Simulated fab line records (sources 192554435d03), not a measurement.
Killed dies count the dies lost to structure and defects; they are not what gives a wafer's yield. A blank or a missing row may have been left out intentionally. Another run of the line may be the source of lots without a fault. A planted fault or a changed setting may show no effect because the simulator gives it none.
fab line records -- flow n5Finfet -- part 1 of 2: steps 1 to 4 of 6
record: lots: 18, wafers: 54, lastDay: 17
route steps=1938 shown BEOL_M4@1090 BEOL_M5@1129
lots untouched by any fault: they come from a run of this same line in which no faults occurred
startH: the number of hours between the record's first day and the start of the first shown wafer of the lot -- waitH: hours from the lot's prior step to this one -- " as in the row above -- L1.1+2: a row that stands for several wafers -- - either no value or no given start -- * or withheld: withheld -- < > ~ a bound
route shown NAME@n: NAME is a module with steps in the file, n the number in the route of the first one -- usual: the fault-free wafers' mean and standard deviation -- same: alike in all rows -- chamber/n: place in a boat -- sites: each site's reading -- _std_site: the standard deviation of these -- _edge_site: outer sites' mean less inner sites' -- radiusMm: how far each site lies from the wafer's centre -- mask NAME#n: copy n -- behind: tool/chamber where the wafer was last shaped -- hold: why the lot went on hold/how many hours it stayed there/how the hold came to an end -- device: transistor that didn't switch, given as n, p or np -- end of line: at the end of the route, the tests of the same wafers -- where a step has no rows: the recipe by itself -- killed: the dies lost at the first sort to structure and to defects; this is not the yield of the wafer -- map: the dies of a wafer, with x for killed, . for not killed, _ for no die there
set.NAME: setting as actually run; set.NAME@STEP: the setting as run at that earlier step -- model.NAME: the simulator's own value behind a step, which no gauge read
steps of the route over a sample of lots; a table a step, a row a wafer
services: the hour from which a tool's chamber was out of use, counted from the record's first day as startH (under 0 if before that day), plus the number of hours and why
== steps ==
step: N5_BEOL_M4_SPUTTER_86
recipe: material: Cu, targetThkA: 45, tempC: -20, chamberPressurePa: 0.07, powerW: withheld, timeS: 8.29
usual: chamberPressurePa: 0.06998/0.00015, throttleValvePct: 30.0/1.1
lot.wafer,tool,chamber,startH,waitH,chamberPressurePa,throttleValvePct
L075.2,pvdSputter-03,-,158.12,0.1,0.06999,31.8
L075.4,pvdSputter-03,-,158.12,0.1,0.06988,29.8
L075.5,pvdSputter-03,-,158.12,0.1,0.07002,30.1
L074.1,pvdSputter-03,-,167.43,0.1,0.06998,30.1
L074.3,pvdSputter-03,-,167.43,0.1,0.07027,29.6
L074.5,pvdSputter-03,-,167.43,0.1,0.06981,29.7
L078.1,pvdSputter-01,-,191.31,0.1,0.07003,28.1
L078.5,pvdSputter-01,-,191.31,0.1,0.06981,31.7
L078.6,pvdSputter-01,-,191.31,0.1,0.07011,28.0
L079.2,pvdSputter-02,-,202.66,0.1,0.06983,30.7
L079.3,pvdSputter-02,-,202.66,0.1,0.06991,28.5
L079.5,pvdSputter-02,-,202.66,0.1,0.06974,30.4
L080.2,pvdSputter-02,-,205.84,0.1,0.06997,30.8
L080.3,pvdSputter-02,-,205.84,0.1,0.06992,28.9
L080.6,pvdSputter-02,-,205.84,0.1,0.06982,30.8
L081.1,pvdSputter-01,-,208.89,0.1,0.07016,32.1
L081.3,pvdSputter-01,-,208.89,0.1,0.07003,29.9
L081.6,pvdSputter-01,-,208.89,0.1,0.06979,30.0
L083.3,pvdSputter-01,-,211.09,0.1,0.0701,28.3
L083.4,pvdSputter-01,-,211.09,0.1,0.0701,30.1
L083.6,pvdSputter-01,-,211.09,0.1,0.06979,29.8
L084.1,pvdSputter-02,-,214.39,0.1,0.07001,28.7
L084.5,pvdSputter-02,-,214.39,0.1,0.07002,30.9
L084.6,pvdSputter-02,-,214.39,0.1,0.07011,28.8
L085.1,pvdSputter-03,-,235.52,0.1,0.07015,29.9
L085.4,pvdSputter-03,-,235.52,0.1,0.06989,29.6
L085.6,pvdSputter-03,-,235.52,0.1,0.0702,31.6
L087.1,pvdSputter-03,-,239.90,0.1,0.06994,29.7
L087.3,pvdSputter-03,-,239.90,0.1,0.06982,29.6
L087.5,pvdSputter-03,-,239.90,0.1,0.06974,29.8
L086.1,pvdSputter-02,-,240.33,0.1,0.06998,28.9
L086.4,pvdSputter-02,-,240.33,0.1,0.06995,30.7
L086.5,pvdSputter-02,-,240.33,0.1,0.07002,29.0
L088.1,pvdSputter-01,-,246.84,0.1,0.06981,31.9
L088.2,pvdSputter-01,-,246.84,0.1,0.07004,27.9
L088.4,pvdSputter-01,-,246.84,0.1,0.07007,30.0
L090.1,pvdSputter-02,-,253.05,0.1,0.07008,28.9
L090.4,pvdSputter-02,-,253.05,0.1,0.06972,30.6
L090.6,pvdSputter-02,-,253.05,0.1,0.07032,29.0
L089.1,pvdSputter-01,-,264.25,0.1,0.07,30.2
L089.3,pvdSputter-01,-,264.25,0.1,0.06987,30.1
L089.6,pvdSputter-01,-,264.25,0.1,0.07008,31.7
L093.1,pvdSputter-01,-,284.26,0.1,0.07005,30.3
L093.4,pvdSputter-01,-,284.26,0.1,0.06965,30.4
L093.5,pvdSputter-01,-,284.26,0.1,0.06985,31.6
L094.4,pvdSputter-03,-,284.74,0.1,0.07024,29.6
L094.5,pvdSputter-03,-,284.74,0.1,0.07015,29.4
L094.6,pvdSputter-03,-,284.74,0.1,0.07023,31.5
L095.1,pvdSputter-02,-,287.90,0.1,0.07001,30.7
L095.3,pvdSputter-02,-,287.90,0.1,0.07011,28.6
L095.6,pvdSputter-02,-,287.90,0.1,0.06999,28.5
L096.1,pvdSputter-03,-,291.10,0.1,0.07014,29.9
L096.5,pvdSputter-03,-,291.10,0.1,0.06991,30.1
L096.6,pvdSputter-03,-,291.10,0.1,0.07021,29.6
step: N5_BEOL_M4_CMP_52
recipe: stopOn: SiOC, tOverpolishS: 6.8, downForcePsi: 1, platenRpm: 50, clearingPlatenDownForcePsi: 1.5, clearingPlatenRpm: 50, postCmpClean: cuAlkaline, targetThkNm: 40, clearingPlatenPadVelocityMS: 0.99484, padVelocityMS: 0.99484
usual: barrierFieldEndpointS: 24.8/0.59, clearingPlatenDownForcePsi: 1.5000/0.0029, edgeZonePressureFrac: 1.001/0.0048, motorCurrentA: 5.8/0.69, overpolishRunS: 6.801/0.0088, timeToEndpointS: 62.8/2.8
lot.wafer,tool,chamber,startH,waitH,barrierFieldEndpointS,clearingPlatenDownForcePsi,edgeZonePressureFrac,motorCurrentA,overpolishRunS,timeToEndpointS
L075.2,cmp-01,0,159.75,0.2,24.8,1.4970,0.996,6.4,6.806,61.9
L075.4,cmp-01,1,159.75,0.2,25.1,1.4963,0.999,6.5,6.793,64.1
L075.5,cmp-01,3,159.75,0.2,24.9,1.5037,1.000,6.2,6.802,64.0
L074.3,cmp-03,2,169.25,0.4,24.9,1.4971,1.000,5.1,6.800,65.9
L074.1,cmp-03,0,169.25,0.4,24.1,1.4986,0.995,6.7,6.798,61.9
L074.5,cmp-03,1,169.25,0.4,25.4,1.5015,0.989,6.5,6.814,63.6
L078.1,cmp-01,0,192.94,0.3,24.3,1.4945,1.001,6.8,6.810,60.8
L078.5,cmp-01,3,192.94,0.3,25.3,1.4985,1.001,6.1,6.795,67.2
L078.6,cmp-01,0,192.94,0.3,24.5,1.4986,0.999,6.2,6.806,65.5
L079.3,cmp-02,2,204.26,0.2,25.4,1.5032,1.005,5.1,6.797,61.9
L079.2,cmp-02,0,204.26,0.2,24.4,1.4967,0.998,6.2,6.788,58.8
L079.5,cmp-02,3,204.26,0.2,24.6,1.4975,1.000,6.4,6.795,56.8
L080.3,cmp-01,1,207.52,0.2,24.6,1.5001,1.000,6.3,6.789,61.7
L080.2,cmp-01,2,207.52,0.2,25.0,1.5023,1.002,5.9,6.806,62.4
L080.6,cmp-01,0,207.52,0.2,25.6,1.5055,1.000,6.4,6.810,62.0
L081.3,cmp-02,1,210.52,0.2,25.3,1.5025,1.001,4.8,6.808,64.2
L081.1,cmp-02,2,210.52,0.2,25.4,1.4952,1.000,5.4,6.811,64.7
L081.6,cmp-02,1,210.52,0.2,25.5,1.5009,1.009,4.5,6.796,62.7
L083.4,cmp-02,3,212.69,0.1,24.2,1.4961,1.002,6.5,6.814,61.7
L083.3,cmp-02,1,212.69,0.1,24.6,1.4970,1.011,4.8,6.793,61.1
L083.6,cmp-02,0,212.69,0.1,24.9,1.5005,0.995,5.9,6.799,60.1
L084.1,cmp-02,1,216.06,0.3,25.5,1.4989,0.997,4.4,6.818,66.9
L084.5,cmp-02,3,216.06,0.3,24.3,1.4984,0.997,6.0,6.793,58.3
L084.6,cmp-02,0,216.06,0.3,24.1,1.5010,0.999,6.2,6.800,61.1
L085.4,cmp-02,3,237.17,0.2,24.6,1.5056,1.006,6.4,6.799,63.7
L085.1,cmp-02,0,237.17,0.2,24.4,1.4997,1.000,5.9,6.815,62.7
L085.6,cmp-02,0,237.17,0.2,24.6,1.4981,1.003,6.2,6.809,64.3
L087.3,cmp-01,2,241.53,0.2,25.0,1.4994,0.996,5.8,6.811,60.1
L087.1,cmp-01,0,241.53,0.2,24.8,1.4984,0.998,6.1,6.785,62.3
L087.5,cmp-01,2,241.53,0.2,25.6,1.5057,0.999,6.2,6.811,62.2
L086.1,cmp-02,0,241.96,0.3,24.4,1.5040,0.996,5.9,6.796,64.2
L086.4,cmp-02,3,241.96,0.3,24.2,1.5025,1.006,6.5,6.796,58.6
L086.5,cmp-02,1,241.96,0.3,24.7,1.5017,1.000,4.8,6.801,68.3
L088.4,cmp-02,0,248.43,0.1,24.2,1.5011,0.999,6.0,6.800,61.0
L088.2,cmp-02,2,248.43,0.1,24.2,1.4974,1.006,5.4,6.812,63.3
L088.1,cmp-02,3,248.43,0.1,23.8,1.5007,1.005,6.7,6.807,60.5
L090.4,cmp-03,0,254.79,0.1,24.1,1.4960,1.000,6.7,6.809,59.6
L090.1,cmp-03,3,254.79,0.1,24.0,1.4957,1.001,6.6,6.797,61.0
L090.6,cmp-03,0,254.79,0.1,24.3,1.5002,0.993,6.8,6.803,55.9
L089.3,cmp-03,3,265.85,0.2,24.7,1.4973,0.999,6.3,6.782,61.8
L089.1,cmp-03,1,265.85,0.2,25.0,1.4953,1.001,6.5,6.783,64.9
L089.6,cmp-03,0,265.85,0.2,24.5,1.4960,0.993,7.0,6.812,62.2
L093.4,cmp-03,2,286.09,0.2,24.1,1.4984,1.006,5.1,6.797,58.9
L093.1,cmp-03,0,286.09,0.2,23.4,1.4997,1.002,6.5,6.785,55.9
L093.5,cmp-03,1,286.09,0.2,24.6,1.4965,0.999,6.6,6.810,60.1
L094.4,cmp-02,0,286.45,0.2,24.5,1.5033,0.998,5.8,6.788,64.5
L094.5,cmp-02,1,286.45,0.2,24.8,1.5017,1.010,4.8,6.796,63.7
L094.6,cmp-02,2,286.45,0.2,25.8,1.5001,0.996,5.3,6.792,67.8
L095.1,cmp-02,0,289.65,0.3,23.6,1.4975,0.990,5.7,6.811,64.5
L095.3,cmp-02,1,289.65,0.3,25.1,1.5008,1.002,4.7,6.816,68.7
L095.6,cmp-02,3,289.65,0.3,24.1,1.4997,0.995,6.2,6.795,62.9
L096.1,cmp-02,1,292.75,0.3,24.8,1.4991,1.000,4.7,6.797,65.3
L096.6,cmp-02,0,292.75,0.3,24.9,1.5013,1.003,5.8,6.806,63.4
L096.5,cmp-02,1,292.75,0.3,25.2,1.4948,1.001,4.6,6.813,63.3
step: N5_BEOL_M5_DESCUM_16
recipe: chemistry: O2, timeS: 7, sourcePowerW: 50, biasPowerW: 20, pressureMtorr: 20, rfFrequencyHz: 2.712e+07, tempC: 40, resist: CAR-EUV, o2FlowSccm: 225
usual: drypumpMotorCurrentA: 5.9/0.34, o2FlowSccm: 225.0/0.69, oesProductAu: 0.80/0.087, rfVppV: 243.7/1.4, showerheadPlenumPTorr: 2.12/0.079, tempC: 40.00/0.12, throttleValvePct: 20.42/0.21
lot.wafer,tool,chamber,startH,waitH,drypumpMotorCurrentA,o2FlowSccm,oesProductAu,rfHoursCounterH,rfVppV,showerheadPlenumPTorr,tempC,throttleValvePct
L075.2,rieDiel-06,0,163.25,0.0,5.6,224.9,0.76,170,243.2,2.09,40.11,20.55
L075.4,rieDiel-06,2,163.25,0.0,5.9,224.6,0.79,95,243.9,2.19,40.18,20.41
L075.5,rieDiel-06,1,163.25,0.0,6.0,224.3,0.73,-,244.2,2.21,40.09,20.61
L074.1,rieDiel-06,2,172.18,0.1,5.8,225.1,0.79,97,245.7,2.19,40.00,20.43
L074.3,rieDiel-06,1,172.18,0.1,6.0,225.0,0.74,145,245.2,2.21,40.11,20.63
L074.5,rieDiel-06,3,172.18,0.1,6.4,224.5,0.72,-,243.8,2.19,40.00,20.72
L078.1,rieDiel-06,2,195.80,0.0,5.9,224.8,0.78,106,245.5,2.19,40.05,20.45
L078.5,rieDiel-06,3,195.80,0.0,6.4,224.8,0.72,-,243.3,2.18,40.03,20.72
L078.6,rieDiel-06,2,195.80,0.0,5.9,225.1,0.79,-,244.5,2.19,40.07,20.45
L079.2,rieDiel-01,2,207.67,0.0,5.6,224.5,0.74,195,244.2,2.17,40.18,20.44
L079.3,rieDiel-01,0,207.67,0.0,5.1,225.4,0.86,42,241.8,2.02,40.00,20.27
L079.5,rieDiel-01,0,207.67,0.0,5.1,224.7,0.87,-,242.5,2.02,40.11,20.28
L080.2,rieDiel-02,2,211.14,0.0,6.0,225.5,0.82,84,242.4,2.04,39.92,20.23
L080.3,rieDiel-02,1,211.14,0.0,6.4,223.7,0.92,30,242.7,2.03,39.98,20.11
L080.6,rieDiel-02,0,211.14,0.0,5.6,224.6,0.70,-,241.0,1.98,40.09,20.30
L081.1,rieDiel-06,1,214.15,0.0,6.0,225.5,0.73,157,243.6,2.21,39.87,20.65
L081.3,rieDiel-06,0,214.15,0.0,5.6,225.2,0.75,186,243.7,2.09,40.06,20.55
L081.6,rieDiel-06,1,214.15,0.0,6.0,224.1,0.72,-,244.6,2.21,40.07,20.63
L083.3,rieDiel-01,0,217.01,0.0,5.1,224.3,0.87,45,242.0,2.02,39.81,20.27
L083.4,rieDiel-01,3,217.01,0.0,6.3,225.7,0.81,-,245.6,2.20,39.99,20.36
L083.6,rieDiel-01,2,217.01,0.0,5.7,226.2,0.74,-,244.9,2.16,39.85,20.46
L084.1,rieDiel-02,2,222.52,0.0,5.9,225.4,0.81,88,243.6,2.04,39.83,20.25
L084.5,rieDiel-02,2,222.52,0.0,5.9,224.5,0.80,-,242.6,2.04,39.79,20.25
L084.6,rieDiel-02,1,222.52,0.0,6.3,224.2,0.90,-,241.9,2.03,40.07,20.12
L085.1,rieDiel-01,3,240.06,0.0,6.2,225.8,0.80,75,245.4,2.20,40.04,20.37
L085.4,rieDiel-01,1,240.06,0.0,5.9,225.5,1.00,1,242.8,2.05,40.04,20.69
L085.6,rieDiel-01,2,240.06,0.0,5.6,226.1,0.73,-,243.8,2.16,39.87,20.45
L087.1,rieDiel-02,1,245.42,0.2,6.4,224.8,0.90,41,243.5,2.03,39.96,20.12
L087.3,rieDiel-02,2,245.42,0.2,5.9,224.2,0.81,96,241.2,2.03,40.07,20.26
L087.5,rieDiel-02,2,245.42,0.2,6.0,224.5,0.82,-,242.4,2.03,40.11,20.26
L086.1,rieDiel-02,1,245.73,0.3,6.4,226.1,0.90,42,242.6,2.03,39.90,20.13
L086.4,rieDiel-02,0,245.73,0.3,5.6,225.4,0.70,244,240.2,1.98,40.01,20.32
L086.5,rieDiel-02,2,245.73,0.3,5.9,225.7,0.81,-,242.4,2.03,40.12,20.28
L088.1,rieDiel-06,2,251.99,0.1,5.9,225.5,0.77,121,244.1,2.18,39.98,20.46
L088.2,rieDiel-06,3,251.99,0.1,6.4,225.6,0.71,226,243.9,2.18,40.12,20.75
L088.4,rieDiel-06,2,251.99,0.1,5.9,226.0,0.76,-,243.9,2.18,39.84,20.47
L090.1,rieDiel-06,3,260.14,0.0,6.4,224.2,0.71,229,242.7,2.17,39.83,20.74
L090.4,rieDiel-06,3,260.14,0.0,6.4,224.3,0.71,-,244.2,2.18,39.93,20.75
L090.6,rieDiel-06,2,260.14,0.0,5.9,223.1,0.76,-,245.8,2.18,39.93,20.47
L089.1,rieDiel-01,0,268.88,0.0,5.1,224.9,0.85,61,241.1,2.01,40.20,20.31
L089.3,rieDiel-01,2,268.88,0.0,5.6,224.3,0.72,214,244.9,2.16,40.02,20.48
L089.6,rieDiel-01,1,268.88,0.0,5.9,225.3,0.98,-,243.4,2.05,40.23,20.69
L093.1,rieDiel-06,1,289.64,0.1,6.0,224.8,0.70,183,244.3,2.20,39.99,20.68
L093.4,rieDiel-06,2,289.64,0.1,5.9,226.2,0.76,134,244.1,2.18,39.79,20.49
L093.5,rieDiel-06,2,289.64,0.1,5.9,225.2,0.75,-,244.5,2.18,39.78,20.50
L094.4,rieDiel-02,3,290.30,0.4,5.5,224.9,0.89,28,244.9,2.14,40.02,20.45
L094.5,rieDiel-02,0,290.30,0.4,5.6,224.2,0.99,-,244.8,2.24,40.03,20.02
L094.6,rieDiel-02,3,290.30,0.4,5.6,225.6,0.89,-,244.5,2.14,39.93,20.42
L095.1,rieDiel-02,1,293.56,0.0,6.4,224.9,0.88,53,241.5,2.02,39.83,20.14
L095.3,rieDiel-02,2,293.56,0.0,6.0,225.3,0.78,112,240.8,2.03,40.05,20.27
L095.6,rieDiel-02,0,293.56,0.0,5.7,224.7,0.98,-,244.5,2.24,39.90,20.02
L096.1,rieDiel-06,0,298.80,0.3,5.6,224.9,0.74,203,243.3,2.08,40.03,20.57
L096.5,rieDiel-06,2,298.80,0.3,5.9,225.0,0.75,-,245.0,2.18,40.35,20.48
L096.6,rieDiel-06,1,298.80,0.3,6.1,226.2,0.71,-,245.0,2.19,40.04,20.69
step: N5_BEOL_M5_ETCH_61
recipe: chemistry: CF4, target: SiARC, targetDepthA: 156, maskMaterial: CAR-EUV, timeS: 26, ionEnergyEv: 80, pressureMtorr: 40, sourceW: 545, biasW: 36, Ar_flow_sccm: 100, cf4FlowSccm: 100, ends: cleared
usual: drypumpMotorCurrentA: 5.9/0.34, etchRfOnTimeS: 25.6/0.6, oesProductAu: 0.69/0.081, rfVppV: 184.3/1.1, showerheadPlenumPTorr: 2.17/0.071, throttleValvePct: 15.57/0.17
lot.wafer,tool,chamber,startH,waitH,drypumpMotorCurrentA,etchRfOnTimeS,oesProductAu,rfHoursCounterH,rfVppV,showerheadPlenumPTorr,throttleValvePct
L075.2,rieDiel-06,0,163.30,0.0,5.6,25.9,0.64,170,185.3,2.14,15.75
L075.4,rieDiel-06,2,163.30,0.0,5.9,25.5,0.68,95,185.3,2.25,15.63
L075.5,rieDiel-06,1,163.30,0.0,6.0,26.3,0.63,-,184.1,2.24,15.67
L074.1,rieDiel-06,2,172.23,0.0,5.9,25.4,0.68,97,184.5,2.25,15.64
L074.3,rieDiel-06,1,172.23,0.0,6.0,26.2,0.62,145,183.9,2.24,15.68
L074.5,rieDiel-06,3,172.23,0.0,6.4,25.5,0.61,-,185.0,2.19,15.69
L078.1,rieDiel-06,2,195.85,0.0,5.9,25.2,0.68,106,185.3,2.25,15.65
L078.5,rieDiel-06,3,195.85,0.0,6.4,25.3,0.62,-,183.7,2.19,15.69
L078.6,rieDiel-06,2,195.85,0.0,5.9,25.2,0.67,-,184.7,2.25,15.66
L079.2,rieDiel-01,2,207.72,0.0,5.6,27.3,0.62,195,184.8,2.22,15.69
L079.3,rieDiel-01,0,207.72,0.0,5.1,25.6,0.76,42,184.1,2.09,15.55
L079.5,rieDiel-01,0,207.72,0.0,5.1,25.8,0.75,-,183.0,2.09,15.56
L080.2,rieDiel-02,2,211.19,0.0,5.9,25.1,0.71,84,182.6,2.08,15.42
L080.3,rieDiel-02,1,211.19,0.0,6.4,24.8,0.80,30,182.1,2.11,15.38
L080.6,rieDiel-02,0,211.19,0.0,5.6,26.3,0.60,-,183.0,2.04,15.61
L081.1,rieDiel-06,1,214.20,0.0,6.0,26.0,0.62,157,185.8,2.24,15.70
L081.3,rieDiel-06,0,214.20,0.0,5.6,26.0,0.64,186,184.7,2.14,15.78
L081.6,rieDiel-06,1,214.20,0.0,6.0,26.1,0.62,-,186.3,2.24,15.70
L083.3,rieDiel-01,0,217.06,0.0,5.1,25.2,0.76,45,185.1,2.09,15.56
L083.4,rieDiel-01,3,217.06,0.0,6.2,26.1,0.70,-,185.2,2.26,15.51
L083.6,rieDiel-01,2,217.06,0.0,5.6,26.5,0.63,-,183.8,2.22,15.69
L084.1,rieDiel-02,2,222.57,0.0,5.9,25.0,0.70,88,184.1,2.08,15.42
L084.5,rieDiel-02,2,222.57,0.0,6.0,25.0,0.71,-,181.5,2.08,15.39
L084.6,rieDiel-02,1,222.57,0.0,6.4,24.9,0.79,-,184.0,2.11,15.38
L085.1,rieDiel-01,3,240.11,0.0,6.2,26.3,0.69,75,184.2,2.25,15.51
L085.4,rieDiel-01,1,240.11,0.0,5.9,24.9,0.88,1,184.7,2.10,15.70
L085.6,rieDiel-01,2,240.11,0.0,5.7,26.6,0.62,-,184.1,2.22,15.72
L087.1,rieDiel-02,1,245.47,0.0,6.4,24.8,0.77,41,183.6,2.10,15.41
L087.3,rieDiel-02,2,245.47,0.0,5.9,25.1,0.69,96,183.3,2.08,15.43
L087.5,rieDiel-02,2,245.47,0.0,5.9,24.9,0.70,-,183.3,2.08,15.42
L086.1,rieDiel-02,1,245.78,0.0,6.4,24.8,0.78,42,183.7,2.10,15.41
L086.4,rieDiel-02,0,245.78,0.0,5.6,26.3,0.59,244,184.1,2.04,15.60
L086.5,rieDiel-02,2,245.78,0.0,6.0,25.0,0.70,-,181.5,2.08,15.44
L088.1,rieDiel-06,2,252.04,0.0,5.9,26.2,0.66,121,184.5,2.24,15.70
L088.2,rieDiel-06,3,252.04,0.0,6.4,26.1,0.60,226,185.4,2.18,15.73
L088.4,rieDiel-06,2,252.04,0.0,5.9,26.4,0.65,-,184.7,2.24,15.69
L090.1,rieDiel-06,3,260.20,0.0,6.4,26.2,0.59,229,184.3,2.18,15.74
L090.4,rieDiel-06,3,260.20,0.0,6.4,26.1,0.59,-,184.7,2.18,15.75
L090.6,rieDiel-06,2,260.20,0.0,5.9,25.9,0.65,-,185.3,2.24,15.69
L089.1,rieDiel-01,0,268.93,0.0,5.1,25.1,0.74,61,183.5,2.09,15.58
L089.3,rieDiel-01,2,268.93,0.0,5.6,26.8,0.61,214,183.8,2.21,15.71
L089.6,rieDiel-01,1,268.93,0.0,5.9,25.2,0.84,-,183.1,2.09,15.71
L093.1,rieDiel-06,1,289.69,0.0,6.0,26.3,0.60,183,183.7,2.23,15.74
L093.4,rieDiel-06,2,289.69,0.0,5.9,25.9,0.65,134,184.8,2.24,15.72
L093.5,rieDiel-06,2,289.69,0.0,5.9,25.8,0.65,-,182.8,2.24,15.73
L094.4,rieDiel-02,3,290.35,0.0,5.5,25.0,0.77,28,184.6,2.16,15.39
L094.5,rieDiel-02,0,290.35,0.0,5.6,25.7,0.85,-,185.2,2.29,15.17
L094.6,rieDiel-02,3,290.35,0.0,5.5,25.2,0.76,-,186.5,2.16,15.39
L095.1,rieDiel-02,1,293.61,0.0,6.3,24.6,0.76,53,183.5,2.10,15.43
L095.3,rieDiel-02,2,293.61,0.0,5.9,25.1,0.68,112,184.5,2.07,15.44
L095.6,rieDiel-02,0,293.61,0.0,5.6,25.6,0.84,-,185.8,2.29,15.14
L096.1,rieDiel-06,0,298.85,0.0,5.6,26.0,0.62,203,185.4,2.13,15.81
L096.5,rieDiel-06,2,298.85,0.0,5.9,26.0,0.64,-,184.4,2.24,15.74
L096.6,rieDiel-06,1,298.85,0.0,6.0,26.2,0.60,-,183.4,2.23,15.76
